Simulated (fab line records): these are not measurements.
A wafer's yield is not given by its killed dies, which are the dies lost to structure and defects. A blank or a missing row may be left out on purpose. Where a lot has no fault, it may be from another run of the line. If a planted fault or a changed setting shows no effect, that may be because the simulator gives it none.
Chamber matching | flow n5-finfet | N5_BEOL_M0_SAQP_MANDREL1_REMOVE_100 on rie-si-03 has 4 sister chambers
The step chemistry HBr/Cl2/O2, target a-Si, stops on SiNx, bt time 10 s. 4 wafers are shown with their chamber, then 11 later ones without.

EACH WAFER AND ITS CHAMBER
wafer  | chamber | drypump-motor-current-A (A)
L079.6 | 3       | 5.5
L084.6 | 2       | 4.8
L087.5 | 1       | 5.2
L088.2 | 0       | 6.0

WAFERS WITH NO CHAMBER GIVEN
wafer  | drypump-motor-current-A (A)
L088.3 | 4.8
L088.6 | 6.0
L090.1 | 4.8
L090.4 | 5.5
L090.6 | 5.2
L092.1 | 5.5
L092.4 | 5.9
L092.5 | 5.5
L096.4 | 4.8
L096.5 | 5.5
L096.6 | 4.7

EACH ONE'S CHAMBER
wafer  | from the rows above | in truth
L088.3 | 2                   | 2
L088.6 | 0                   | 0
L090.1 | 2                   | 2
L090.4 | 3                   | 3
L090.6 | 1                   | 1
L092.1 | 3                   | 3
L092.4 | 0                   | 0
L092.5 | 3                   | 3
L096.4 | 2                   | 2
L096.5 | 3                   | 3
L096.6 | 2                   | 2
Correct placement for 11 of the 11. Can't be placed from these rows: 0. Number placed wrongly: 0.
How it was worked out, from the rows above alone: a wafer's distance from a chamber is the root of the sum, over the readings, of the square of ((its reading less the chamber's mean) divided by the reading's scatter). The wafer belongs to the nearest chamber; if the next one is less than 2 further off, it can't be placed. A chamber's mean is the mean of its shown wafers. The scatter: root of mean squared gap, hidden wafer to nearest shown wafer, with one shown wafer a chamber.
